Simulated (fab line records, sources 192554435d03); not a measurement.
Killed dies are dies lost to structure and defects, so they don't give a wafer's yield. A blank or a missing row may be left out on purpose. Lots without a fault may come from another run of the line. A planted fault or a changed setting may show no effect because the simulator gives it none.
Chamber matching | flow n5_finfet | N5_FIN_CUT_ETCH_20 on rie_diel-03: 4 sister chambers
The step etches SiARC in CF4, target depth 26 nm, time 43.3 s. 4 wafers are shown with their chamber, then 8 later ones without.

WAFERS WITH THEIR CHAMBER
wafer  | chamber | drypump_motor_current_A (A)
L092.1 | 2       | 6.6
L092.3 | 1       | 5.8
L092.4 | 0       | 5.2
L093.1 | 3       | 6.4

WAFERS WITHOUT THEIR CHAMBER
wafer  | drypump_motor_current_A (A)
L093.5 | 6.6
L093.6 | 6.4
L094.2 | 6.4
L094.3 | 6.6
L094.5 | 6.4
L097.2 | 5.2
L097.4 | 6.6
L097.5 | 5.9

WHICH CHAMBER EACH WENT THROUGH
wafer  | from the rows above | in truth
L093.5 | 2                   | 2
L093.6 | 3                   | 3
L094.2 | 3                   | 3
L094.3 | 2                   | 2
L094.5 | 3                   | 3
L097.2 | 0                   | 0
L097.4 | 2                   | 2
L097.5 | 1                   | 1
Placed correctly: 8 of 8. Can't be placed from these rows: 0. Placed wrongly: 0.
How it was worked out, from the rows above alone: a wafer's distance from a chamber is the root of the sum, over the readings, of the square of ((its reading less the chamber's mean) divided by the reading's scatter). The wafer belongs to the nearest chamber; if the next one is less than 2 further off, it can't be placed. A chamber's mean is the mean of its shown wafers. The scatter: with one shown wafer a chamber, the root of the mean of the squares of how far each hidden wafer lies from its nearest shown one.
